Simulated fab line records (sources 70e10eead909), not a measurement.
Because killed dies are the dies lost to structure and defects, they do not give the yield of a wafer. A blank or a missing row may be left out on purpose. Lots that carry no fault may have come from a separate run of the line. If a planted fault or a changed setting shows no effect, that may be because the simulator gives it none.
One fault seen from 2 desks | flow nandHarc | each desk has only its own numbers; what lay behind them comes last

## THE DEFECT DESK
Per lot, the means of the sampled wafers with a number show what the inspections along the route counted. Marked OUT: a lot whose mean sits more than 4 standard deviations from the usual mean, which makes it out of limits; the brackets give that distance.
Columns: A = rawDefectCount at NHARC_P_STI_INSPECT_25, usual 222
lot  | first seen here | A
L955 | day 3 14:21     | 147
L957 | day 4 02:15     | 157
L958 | day 4 15:15     | 227
L959 | day 4 15:16     | 247
L960 | day 5 02:06     | 490
L961 | day 5 07:37     | 184
L962 | day 5 07:38     | 252
L964 | day 5 18:02     | 117
L971 | day 8 01:11     | 111
L972 | day 8 11:23     | 156
L973 | day 8 11:24     | 168
L977 | day 9 04:20     | 235
This desk found nothing out of limits on any of the 12 lots.

## FOR THE TOOL OWNER'S DESK: implanter-02
NHARC_P_ZERO_WELL_IMPLANT_40, tool's own readings: per-lot mean of the sampled wafers with a number, covering each lot this tool ran. Marked OUT: a lot whose mean sits more than 4 standard deviations from the usual mean, which makes it out of limits; the brackets give that distance.
Columns: A = beamEnergyKeV at NHARC_P_ZERO_WELL_IMPLANT_40, usual 300.00; B = doseIonsCm2 at NHARC_P_ZERO_WELL_IMPLANT_40, usual 1e+13; C = faradayCurrentUA at NHARC_P_ZERO_WELL_IMPLANT_40, usual 126.8
lot  | first seen here | A      | B                       | C
L955 | day 1 16:59     | 299.87 | 1e+13                   | 126.7
L964 | day 3 22:38     | 299.95 | 1e+13                   | 125.4
L971 | day 5 16:22     | 299.91 | 7e+12 (-99 or more) OUT | 92.2 (-14) OUT
L972 | day 5 22:34     | 299.97 | 7e+12 (-99 or more) OUT | 95.1 (-13) OUT
This desk finds L971, L972 out of limits, L971 being first, at day 5 16:22 (doseIonsCm2 at NHARC_P_ZERO_WELL_IMPLANT_40). L955, L964 stayed within limits.

## BROUGHT TOGETHER
The tool owner's desk had the chance to raise an alarm at day 5 16:22 on L971, L972.
Nothing the defect desk looked at was out of limits.
The defect desk has L971, L972 on record, within its limits.
The lots listed all ran NHARC_P_ZERO_WELL_IMPLANT_40 on implanter-02.

## WHAT HAD BEEN PUT IN BY THE SIMULATOR
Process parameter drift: implanter-02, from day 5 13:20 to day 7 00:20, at NHARC_P_ZERO_WELL_IMPLANT_40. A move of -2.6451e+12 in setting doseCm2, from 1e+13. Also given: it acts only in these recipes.
Shown lots that were struck: L971, L972.
Delay in hours, fault start to first out-of-limits reading, by desk: the tool owner's desk at 3.
